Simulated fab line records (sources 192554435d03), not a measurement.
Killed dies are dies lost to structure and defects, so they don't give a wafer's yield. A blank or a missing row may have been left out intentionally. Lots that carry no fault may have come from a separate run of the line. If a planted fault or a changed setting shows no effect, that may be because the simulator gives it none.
What tool caused it? + flow n5_finfet + Sampling: 10 lots, 28 wafers, 5 of 1938 route steps

## WHAT THE GAUGES SHOWED, per wafer
N5_BEOL_M14_RS_MEAS_54: measurement is done with a four-point probe. Usual: M14_RS typically reads 0.0330 ohm/sq, with standard deviation 0.0011.
| lot  | measured     | on            | M14_RS (ohm/sq)      | flag |
|------|--------------|---------------|----------------------|------|
| L978 | day 11 12:05 | film_metro-01 | 0.0315 0.0319 0.0345 |      |
| L977 | day 11 16:13 | film_metro-01 | 0.0312 0.0343 0.0315 |      |
| L984 | day 12 22:13 | film_metro-01 | 0.0333 0.0330        |      |
| L985 | day 13 02:02 | film_metro-02 | 0.0320 0.0319        |      |
| L986 | day 13 13:41 | film_metro-01 | 0.0319 0.0346 0.0318 |      |
| L994 | day 15 15:27 | film_metro-02 | 0.0326 0.0337 0.0327 |      |
| L996 | day 16 08:25 | film_metro-02 | 0.0339 0.0326 0.0330 |      |
| L997 | day 16 12:26 | film_metro-02 | 0.0330 0.0326 0.0326 |      |
| L998 | day 16 21:30 | film_metro-02 | 0.0334 0.0330 0.0337 |      |
| L999 | day 17 05:55 | film_metro-01 | 0.0311 0.0337 0.0320 |      |

## WHICH TOOL RAN EACH LOT (tool, then ch and the chambers of the sampled wafers, then the start)
| lot  | N5_BEOL_M14_VIA_ETCH_16            | N5_BEOL_M14_ETCH_38                           | N5_BEOL_M14_SPUTTER_44       | N5_BEOL_M14_CMP_49            |
|------|------------------------------------|-----------------------------------------------|------------------------------|-------------------------------|
| L978 | rie_diel-01 ch 0,2,3, day 11 08:17 | rie_diel-04 ch 0,2,3, day 11 10:55 or earlier | pvd_sputter-01, day 11 10:55 | cmp-01 ch 0,1,3, day 11 11:39 |
| L977 | rie_diel-03 ch 0,1,3, day 11 10:11 | rie_diel-04 ch 0,1,2, day 11 15:07 or earlier | pvd_sputter-02, day 11 15:07 | cmp-04 ch 1,2,3, day 11 15:48 |
| L984 | rie_diel-04 ch 0,3, day 12 18:10   | rie_diel-03 ch 0,1, day 12 21:06 or earlier   | pvd_sputter-02, day 12 21:06 | cmp-01 ch 1,3, day 12 21:48   |
| L985 | rie_diel-03 ch 0,2, day 12 19:20   | rie_diel-03 ch 0,1, day 13 00:47 or earlier   | pvd_sputter-02, day 13 00:47 | cmp-01 ch 1,3, day 13 01:37   |
| L986 | rie_diel-03 ch 0,1, day 13 10:25   | rie_diel-01 ch 0,1, day 13 12:25 or earlier   | pvd_sputter-02, day 13 12:25 | cmp-03 ch 1,2,3, day 13 13:10 |
| L994 | rie_diel-01 ch 0,1,2, day 15 10:40 | rie_diel-04 ch 0,1,3, day 15 14:11 or earlier | pvd_sputter-01, day 15 14:11 | cmp-04 ch 1,2,3, day 15 15:04 |
| L996 | rie_diel-04 ch 1,2, day 16 03:54   | rie_diel-03 ch 0,3, day 16 07:19 or earlier   | pvd_sputter-03, day 16 07:19 | cmp-01 ch 2,3, day 16 07:59   |
| L997 | rie_diel-03 ch 0,1,3, day 16 07:10 | rie_diel-01 ch 1,2, day 16 11:20 or earlier   | pvd_sputter-01, day 16 11:20 | cmp-04 ch 0,2,3, day 16 12:05 |
| L998 | rie_diel-01 ch 1,2, day 16 16:37   | rie_diel-01 ch 2,3, day 16 19:15 or earlier   | pvd_sputter-02, day 16 19:15 | cmp-01 ch 0,2,3, day 16 21:07 |
| L999 | rie_diel-01 ch 1,2, day 16 21:20   | rie_diel-01 ch 1,2,3, day 17 04:38 or earlier | pvd_sputter-03, day 17 04:38 | cmp-04 ch 0,1,3, day 17 05:30 |
- N5_BEOL_M14_VIA_ETCH_16: etches SiO2 in C4F8/O2/Ar, target depth 1231.3 nm.
- N5_BEOL_M14_ETCH_38: etches SiCN in CF4/N2, target depth 106.5 nm, time 120.6 s.
- N5_BEOL_M14_SPUTTER_44: material Ta, target thk 15 nm, time 24.19 s.
- N5_BEOL_M14_CMP_49: polishes, stops on SiO2, t overpolish 5.2 s, target thk 560 nm.

## WHAT THE TOOLS THEMSELVES READ (means of the sampled wafers that have a number; where no wafer has one, the mark that the record gives instead)
N5_BEOL_M14_VIA_ETCH_16. Usual: value, then standard deviation, for each; drypump_motor_current_A 5.7 A / 0.49; he_outer_torr 29.99 Torr / 0.062; mfc_ar_sccm 400.2 sccm / 1.2; oes_product_au 0.71 a.u. / 0.078; rf_vpp_V 2239 V / 48; showerhead_plenum_p_Torr 3.50 Torr / 0.14; throttle_valve_pct 30.94 % / 0.2.
| lot  | tool        | drypump_motor_current_A (A) | he_outer_torr (Torr) | mfc_ar_sccm (sccm) | oes_product_au (a.u.) | rf_vpp_V (V) | showerhead_plenum_p_Torr (Torr) | throttle_valve_pct (%) | flag |
|------|-------------|-----------------------------|----------------------|--------------------|-----------------------|--------------|---------------------------------|------------------------|------|
| L978 | rie_diel-01 | 5.8                         | 29.97                | 401.2              | 0.72                  | 2267         | 3.56                            | 31.00                  |      |
| L977 | rie_diel-03 | 5.7                         | 29.99                | 399.5              | 0.67                  | 2278         | 3.56                            | 31.05                  |      |
| L984 | rie_diel-04 | 5.3                         | 29.89                | 400.0              | 0.71                  | 2206         | 3.48                            | 31.02                  |      |
| L985 | rie_diel-03 | 6.2                         | 30.02                | 399.6              | 0.64                  | 2230         | 3.40                            | 30.99                  |      |
| L986 | rie_diel-03 | 5.9                         | 29.98                | 400.1              | 0.65                  | 2249         | 3.55                            | 30.97                  |      |
| L994 | rie_diel-01 | 5.8                         | 29.93                | 399.8              | 0.76                  | 2226         | 3.59                            | 30.89                  |      |
| L996 | rie_diel-04 | 5.6                         | 29.98                | 400.9              | 0.75                  | 2189         | 3.44                            | 30.95                  |      |
| L997 | rie_diel-03 | 5.7                         | 30.03                | 400.1              | 0.79                  | 2277         | 3.54                            | 30.90                  |      |
| L998 | rie_diel-01 | 5.5                         | 29.95                | 398.5              | 0.79                  | 2229         | 3.64                            | 30.72                  |      |
| L999 | rie_diel-01 | 5.5                         | 29.99                | 398.6              | 0.79                  | 2228         | 3.64                            | 30.71                  |      |

N5_BEOL_M14_ETCH_38. Usual: value, then standard deviation, for each; drypump_motor_current_A 5.7 A / 0.48; mfc_ar_sccm 100.0 sccm / 0.31; n2_flow_sccm 60.01 sccm / 0.16; oes_product_au 0.80 a.u. / 0.082; rf_vpp_V 383.1 V / 2.2; showerhead_plenum_p_Torr 2.25 Torr / 0.091; throttle_valve_pct 15.44 % / 0.21.
| lot  | tool        | drypump_motor_current_A (A) | mfc_ar_sccm (sccm) | n2_flow_sccm (sccm) | oes_product_au (a.u.) | rf_vpp_V (V) | showerhead_plenum_p_Torr (Torr) | throttle_valve_pct (%) | flag |
|------|-------------|-----------------------------|--------------------|---------------------|-----------------------|--------------|---------------------------------|------------------------|------|
| L978 | rie_diel-04 | 5.2                         | 99.9               | 60.00               | 0.80                  | 383.4        | 2.27                            | 15.43                  |      |
| L977 | rie_diel-04 | 5.5                         | 100.2              | 60.07               | 0.87                  | 383.9        | 2.27                            | 15.31                  |      |
| L984 | rie_diel-03 | 5.8                         | 100.2              | 59.95               | 0.74                  | 383.5        | 2.30                            | 15.56                  |      |
| L985 | rie_diel-03 | 5.8                         | 100.5              | 60.05               | 0.76                  | 383.4        | 2.30                            | 15.59                  |      |
| L986 | rie_diel-01 | 6.0                         | 100.1              | 60.12               | 0.71                  | 379.7        | 2.14                            | 15.48                  |      |
| L994 | rie_diel-04 | 5.4                         | 99.8               | 59.99               | 0.78                  | 382.7        | 2.19                            | 15.50                  |      |
| L996 | rie_diel-03 | 6.1                         | 99.9               | 60.07               | 0.92                  | 383.5        | 2.26                            | 15.46                  |      |
| L997 | rie_diel-01 | 5.6                         | 99.9               | 59.98               | 0.89                  | 384.2        | 2.34                            | 15.24                  |      |
| L998 | rie_diel-01 | 5.3                         | 99.8               | 60.20               | 0.85                  | 384.3        | 2.31                            | 15.45                  |      |
| L999 | rie_diel-01 | 5.5                         | 100.1              | 59.87               | 0.89                  | 385.0        | 2.31                            | 15.27                  |      |

N5_BEOL_M14_SPUTTER_44. Usual: substrate_temp_c 50.00 C, standard deviation 0.1; susceptor_temp_C 49.99 C, standard deviation 0.12; throttle_valve_pct 29.7 %, standard deviation 0.91.
| lot  | tool           | substrate_temp_c (C) | susceptor_temp_C (C) | throttle_valve_pct (%) | flag |
|------|----------------|----------------------|----------------------|------------------------|------|
| L978 | pvd_sputter-01 | 50.03                | 50.02                | 29.8                   |      |
| L977 | pvd_sputter-02 | 50.01                | 50.02                | 29.3                   |      |
| L984 | pvd_sputter-02 | 50.19                | 50.05                | 30.4                   |      |
| L985 | pvd_sputter-02 | 49.98                | 49.97                | 30.4                   |      |
| L986 | pvd_sputter-02 | 50.03                | 50.12                | 29.4                   |      |
| L994 | pvd_sputter-01 | 50.03                | 49.91                | 30.3                   |      |
| L996 | pvd_sputter-03 | 50.01                | 49.88                | 29.9                   |      |
| L997 | pvd_sputter-01 | 49.97                | 49.97                | 29.6                   |      |
| L998 | pvd_sputter-02 | 49.97                | 49.98                | 28.9                   |      |
| L999 | pvd_sputter-03 | 50.02                | 49.93                | 29.4                   |      |

N5_BEOL_M14_CMP_49. Usual: barrier_field_endpoint_s 11.38 s, standard deviation 0.29; clearing_platen_rpm 80.00 rpm, standard deviation 0.046; motor_current_A 8.3 A, standard deviation 1.2; platen_rpm 80.00 rpm, standard deviation 0.053.
| lot  | tool   | barrier_field_endpoint_s (s) | clearing_platen_rpm (rpm) | motor_current_A (A) | platen_rpm (rpm) | flag |
|------|--------|------------------------------|---------------------------|---------------------|------------------|------|
| L978 | cmp-01 | 11.24                        | 80.00                     | 7.8                 | 79.96            |      |
| L977 | cmp-04 | 11.47                        | 79.94                     | 8.9                 | 79.97            |      |
| L984 | cmp-01 | 9.79                         | 79.99                     | 7.2                 | 80.05            | OFF  |
| L985 | cmp-01 | 9.74                         | 80.02                     | 7.2                 | 79.95            | OFF  |
| L986 | cmp-03 | 10.46                        | 80.02                     | 9.3                 | 80.02            | OFF  |
| L994 | cmp-04 | 11.55                        | 79.99                     | 8.7                 | 80.09            |      |
| L996 | cmp-01 | 11.36                        | 80.03                     | 8.4                 | 80.04            |      |
| L997 | cmp-04 | 11.51                        | 80.00                     | 8.3                 | 80.01            |      |
| L998 | cmp-01 | 11.26                        | 80.02                     | 8.2                 | 79.99            |      |
| L999 | cmp-04 | 11.42                        | 79.99                     | 9.0                 | 79.95            |      |

## THE ANSWER, worked out from the rows above alone
Rule: a lot is off if the mean of its wafers that have a number lies more than 3 standard deviations from the usual mean. Also off: a lot with no number at a reading for which 4 or more lots have one. Any other lot the step has rows for is counted as sound. After the gauges, taken in route order, come the tools' own readings; for these a lot's mean is taken, as printed above. The first step at which some lot is off is used, and at that step the reading that is off furthest; a lot without a number counts as furthest.
Off: L984, L985, L986 (N5_BEOL_M14_CMP_49, barrier_field_endpoint_s).
If a tool, at that step or one of the process steps before it, ran each lot that is off and ran no sound lot following the first of them, it fits. Because N5_BEOL_M14_ETCH_38 lacks a start for some lots, the hours and order of its lots are taken from N5_BEOL_M14_SPUTTER_44. None of those tried fits.

## WHAT THE SIMULATOR HAD PUT IN
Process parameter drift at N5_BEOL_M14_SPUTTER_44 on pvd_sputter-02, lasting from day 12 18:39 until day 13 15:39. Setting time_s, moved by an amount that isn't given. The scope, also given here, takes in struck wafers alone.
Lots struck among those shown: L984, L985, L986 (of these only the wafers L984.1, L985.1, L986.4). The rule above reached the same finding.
